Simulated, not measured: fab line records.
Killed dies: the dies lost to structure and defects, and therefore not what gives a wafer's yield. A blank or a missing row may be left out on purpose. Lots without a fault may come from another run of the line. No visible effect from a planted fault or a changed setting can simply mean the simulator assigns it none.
Split-lot study / flow n5Finfet / route with 1938 steps; 7 lots, 21 wafers read

THE SPLIT ITSELF
At N5_WELL_APT_COAT_02 (resist thk 950 nm), the setting spinRpm was moved away from the recipe's 1357 rpm on 5 of the 21 wafers read, by -6.6% to +6.3%. The other wafers ran this setting at the recipe's value.

The reading is taken at the split's own step.

THE READING
coat_of_WELL_APT_COAT_02.thkNm (the simulator's own value, which no gauge read), in nm, at N5_WELL_APT_COAT_02 (resist thk 950 nm). The file gives no usual value for it. The 16 wafers here that ran the recipe average 949.4 nm, standard deviation 2.8 nm.

wafer=L076.4; tool, chamber at the split=lithoTrack-05, 0; spinRpm as run, rpm=1357; against the recipe=recipe; coat_of_WELL_APT_COAT_02.thkNm, nm=953.2; against lot-mates on the recipe=-
wafer=L076.5; tool, chamber at the split=lithoTrack-05, 0; spinRpm as run, rpm=1357; against the recipe=recipe; coat_of_WELL_APT_COAT_02.thkNm, nm=951.6; against lot-mates on the recipe=-
wafer=L076.6; tool, chamber at the split=lithoTrack-05, 0; spinRpm as run, rpm=1357; against the recipe=recipe; coat_of_WELL_APT_COAT_02.thkNm, nm=949.6; against lot-mates on the recipe=-
wafer=L079.2; tool, chamber at the split=lithoTrack-02, 0; spinRpm as run, rpm=1357; against the recipe=recipe; coat_of_WELL_APT_COAT_02.thkNm, nm=949.9; against lot-mates on the recipe=-
wafer=L079.3; tool, chamber at the split=lithoTrack-02, 0; spinRpm as run, rpm=1442; against the recipe=+6.3%; coat_of_WELL_APT_COAT_02.thkNm, nm=921.7; against lot-mates on the recipe=-28.0
wafer=L079.4; tool, chamber at the split=lithoTrack-02, 0; spinRpm as run, rpm=1357; against the recipe=recipe; coat_of_WELL_APT_COAT_02.thkNm, nm=949.5; against lot-mates on the recipe=-
wafer=L080.1; tool, chamber at the split=lithoTrack-05, 0; spinRpm as run, rpm=1357; against the recipe=recipe; coat_of_WELL_APT_COAT_02.thkNm, nm=948; against lot-mates on the recipe=-
wafer=L080.3; tool, chamber at the split=lithoTrack-05, 0; spinRpm as run, rpm=1308; against the recipe=-3.6%; coat_of_WELL_APT_COAT_02.thkNm, nm=964.6; against lot-mates on the recipe=+15.6
wafer=L080.6; tool, chamber at the split=lithoTrack-05, 0; spinRpm as run, rpm=1357; against the recipe=recipe; coat_of_WELL_APT_COAT_02.thkNm, nm=949.9; against lot-mates on the recipe=-
wafer=L084.1; tool, chamber at the split=lithoTrack-01, 0; spinRpm as run, rpm=1357; against the recipe=recipe; coat_of_WELL_APT_COAT_02.thkNm, nm=953.9; against lot-mates on the recipe=-
wafer=L084.2; tool, chamber at the split=lithoTrack-01, 0; spinRpm as run, rpm=1268; against the recipe=-6.6%; coat_of_WELL_APT_COAT_02.thkNm, nm=982.6; against lot-mates on the recipe=+30.9
wafer=L084.4; tool, chamber at the split=lithoTrack-01, 0; spinRpm as run, rpm=1357; against the recipe=recipe; coat_of_WELL_APT_COAT_02.thkNm, nm=949.6; against lot-mates on the recipe=-
wafer=L087.2; tool, chamber at the split=lithoTrack-02, 0; spinRpm as run, rpm=1357; against the recipe=recipe; coat_of_WELL_APT_COAT_02.thkNm, nm=952.9; against lot-mates on the recipe=-
wafer=L087.3; tool, chamber at the split=lithoTrack-02, 0; spinRpm as run, rpm=1357; against the recipe=recipe; coat_of_WELL_APT_COAT_02.thkNm, nm=950.1; against lot-mates on the recipe=-
wafer=L087.4; tool, chamber at the split=lithoTrack-02, 0; spinRpm as run, rpm=1357; against the recipe=recipe; coat_of_WELL_APT_COAT_02.thkNm, nm=950.9; against lot-mates on the recipe=-
wafer=L088.3; tool, chamber at the split=lithoTrack-02, 0; spinRpm as run, rpm=1357; against the recipe=recipe; coat_of_WELL_APT_COAT_02.thkNm, nm=943.9; against lot-mates on the recipe=-
wafer=L088.4; tool, chamber at the split=lithoTrack-02, 0; spinRpm as run, rpm=1357; against the recipe=recipe; coat_of_WELL_APT_COAT_02.thkNm, nm=944.2; against lot-mates on the recipe=-
wafer=L088.5; tool, chamber at the split=lithoTrack-02, 0; spinRpm as run, rpm=1357; against the recipe=recipe; coat_of_WELL_APT_COAT_02.thkNm, nm=946.7; against lot-mates on the recipe=-
wafer=L092.1; tool, chamber at the split=lithoTrack-02, 0; spinRpm as run, rpm=1306; against the recipe=-3.8%; coat_of_WELL_APT_COAT_02.thkNm, nm=964.5; against lot-mates on the recipe=+17.7
wafer=L092.2; tool, chamber at the split=lithoTrack-02, 0; spinRpm as run, rpm=1306; against the recipe=-3.8%; coat_of_WELL_APT_COAT_02.thkNm, nm=964.4; against lot-mates on the recipe=+17.6
wafer=L092.3; tool, chamber at the split=lithoTrack-02, 0; spinRpm as run, rpm=1357; against the recipe=recipe; coat_of_WELL_APT_COAT_02.thkNm, nm=946.8; against lot-mates on the recipe=-

FIT RESULTS
A straight line over all 21 wafers: coat_of_WELL_APT_COAT_02.thkNm changes by -4.53 nm for each +1% of spinRpm; r = -0.97; the points scatter about the line by 2.8 nm.
The same after taking each lot's own level away (the mean of its wafers on the recipe; 21 wafers): -4.58 nm for each +1%; r = -0.99; scatter 1.2 nm.
Per that fit: largest spinRpm move, reading shift of 30 nm.
Measured against the standard deviation above, the lots' own levels, which go from 944.93 to 951.75 nm, span 2.4 times it.
The two slopes agree, so the slope changes little with the lot-to-lot level.
Check: for one of the wafers moved furthest among these (-6.6%), held out of the fit, the line's prediction against its lot-mates is +29.7 nm. It came out at +30.9 nm against them.

THE FILE'S OWN FIT
coat_of_WELL_APT_COAT_02.thkNm changes by -4.57 nm for each +1% of spinRpm, r = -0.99.
